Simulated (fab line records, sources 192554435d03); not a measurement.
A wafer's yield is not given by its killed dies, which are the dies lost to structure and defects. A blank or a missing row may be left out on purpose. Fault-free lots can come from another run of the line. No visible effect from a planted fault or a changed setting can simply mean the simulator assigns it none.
Matching of chambers | flow n5Finfet | N5_BEOL_M7_VIA_ETCH_34 on rieDiel-02: 4 sister chambers
The step etches SiCOH lowk in C4F6/O2, target depth 125.5 nm, time 50.5 s. 16 wafers are shown with their chamber, then 8 later ones without.

== WAFERS PAIRED WITH THEIR CHAMBERS ==
wafer  | chamber | rfVppV (V) | showerheadPlenumPTorr (Torr) | drypumpMotorCurrentA (A)
L075.1 | 2       | 682        | 2.81                         | 6.1
L075.2 | 0       | 660        | 2.95                         | 6.3
L075.5 | 1       | 718        | 2.86                         | 6.6
L077.2 | 2       | 680        | 2.81                         | 6.1
L077.3 | 3       | 643        | 2.77                         | 5.3
L077.4 | 0       | 658        | 2.94                         | 6.3
L079.2 | 1       | 716        | 2.86                         | 6.7
L079.3 | 2       | 681        | 2.80                         | 6.2
L079.6 | 3       | 644        | 2.77                         | 5.2
L085.1 | 3       | 643        | 2.77                         | 5.3
L085.4 | 2       | 680        | 2.80                         | 6.1
L085.5 | 1       | 717        | 2.85                         | 6.6
L087.1 | 0       | 659        | 2.94                         | 6.3
L087.2 | 2       | 679        | 2.80                         | 6.1
L087.4 | 1       | 718        | 2.85                         | 6.7
L093.2 | 1       | 716        | 2.84                         | 6.6

SIGNATURES (averages over the wafers above)
reading               | chamber 0 | chamber 1 | chamber 2 | chamber 3 | scatter within a chamber
rfVppV                | 659.00    | 717.00    | 680.40    | 643.33    | 0.994
showerheadPlenumPTorr | 2.9433    | 2.8520    | 2.8040    | 2.7700    | 0.00624
drypumpMotorCurrentA  | 6.300     | 6.640     | 6.120     | 5.267     | 0.0471
Rule: a wafer's distance from a chamber is the root of the sum, over the readings, of the square of ((its reading less the chamber's mean) divided by the reading's scatter). If the next closest chamber is less than 2 further off than the closest, the wafer can't be placed; otherwise it belongs to the closest. The scatter is the square root of a quotient: the sum, over the shown wafers, of each reading's squared deviation from its chamber's mean, divided by wafers minus chambers.

== WAFERS WITH NO CHAMBER GIVEN ==
wafer  | rfVppV (V) | showerheadPlenumPTorr (Torr) | drypumpMotorCurrentA (A)
L093.3 | 643        | 2.76                         | 5.3
L093.5 | 717        | 2.84                         | 6.7
L095.1 | 716        | 2.84                         | 6.6
L095.2 | 659        | 2.93                         | 6.3
L095.5 | 642        | 2.76                         | 5.3
L096.2 | 657        | 2.93                         | 6.3
L096.4 | 716        | 2.84                         | 6.6
L096.6 | 680        | 2.79                         | 6.1

== WHICH CHAMBER EACH ONE RAN IN ==
wafer  | from the rows above | in truth
L093.3 | 3                   | 3
L093.5 | 1                   | 1
L095.1 | 1                   | 1
L095.2 | 0                   | 0
L095.5 | 3                   | 3
L096.2 | 0                   | 0
L096.4 | 1                   | 1
L096.6 | 2                   | 2
Placed correctly: 8 of 8. Left unplaced by these rows: 0. Placed wrongly: 0.
